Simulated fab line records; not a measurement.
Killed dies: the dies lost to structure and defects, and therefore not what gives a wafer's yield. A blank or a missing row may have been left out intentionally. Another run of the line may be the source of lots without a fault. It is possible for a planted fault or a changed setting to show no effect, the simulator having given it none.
Matching of chambers ; flow nand_harc ; NHARC_A_BONDPAD_STRIP_15 on rie_diel-05: 4 sister chambers
The step strips in O2. 14 wafers are shown with their chamber, then 7 later ones without.

## WAFERS PAIRED WITH THEIR CHAMBERS
wafer;chamber;drypump_motor_current_A (A);oes_product_au (a.u.);throttle_valve_pct (%)
L916.1;3;5.8;0.999;17.056
L916.5;0;4.8;0.990;17.041
L916.6;1;5.5;0.985;17.049
L915.1;2;5.8;0.987;17.024
L915.4;1;5.5;0.988;17.041
L915.6;0;4.8;0.986;17.037
L919.2;2;5.8;0.998;17.023
L919.3;1;5.5;0.998;17.033
L919.6;2;5.8;0.987;17.047
L930.1;1;5.5;1.022;17.043
L930.2;2;5.7;1.008;17.042
L930.5;2;5.8;1.008;17.022
L935.1;1;5.5;1.031;17.043
L935.4;3;5.9;1.007;17.036

SIGNATURES (means of the wafers above)
reading;chamber 0;chamber 1;chamber 2;chamber 3;scatter within a chamber
drypump_motor_current_A;4.800;5.500;5.780;5.850;0.0361
oes_product_au;0.98800;1.00480;0.99760;1.00300;0.0148
throttle_valve_pct;17.03900;17.04180;17.03160;17.04600;0.00954
Rule: distance of a wafer from a chamber = root of the sum over the readings of ((wafer's reading minus chamber's mean) / reading's scatter) squared. If the next closest chamber is less than 2 further off than the closest, the wafer can't be placed; otherwise it belongs to the closest. The scatter is the square root of a quotient: the sum, over the shown wafers, of each reading's squared deviation from its chamber's mean, divided by wafers minus chambers.

## WAFERS WHOSE CHAMBER IS MISSING
wafer;drypump_motor_current_A (A);oes_product_au (a.u.);throttle_valve_pct (%)
L935.5;5.8;1.018;17.032
L936.2;5.8;1.013;17.036
L936.3;4.8;1.007;17.035
L936.6;5.8;1.002;17.021
L937.3;5.5;1.009;17.033
L937.5;5.8;0.999;17.055
L937.6;5.5;1.010;17.035

## CHAMBER TAKEN BY EACH
wafer;from the rows above;in truth
L935.5;can't be placed: 2 or 3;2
L936.2;can't be placed: 2 or 3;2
L936.3;0;0
L936.6;can't be placed: 2 or 3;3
L937.3;1;1
L937.5;can't be placed: 3 or 2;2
L937.6;1;1
Placed correctly: 3 of 7. Unplaceable from these rows: 4, with the true chamber sitting among the candidates in 4. Number placed wrongly: 0.
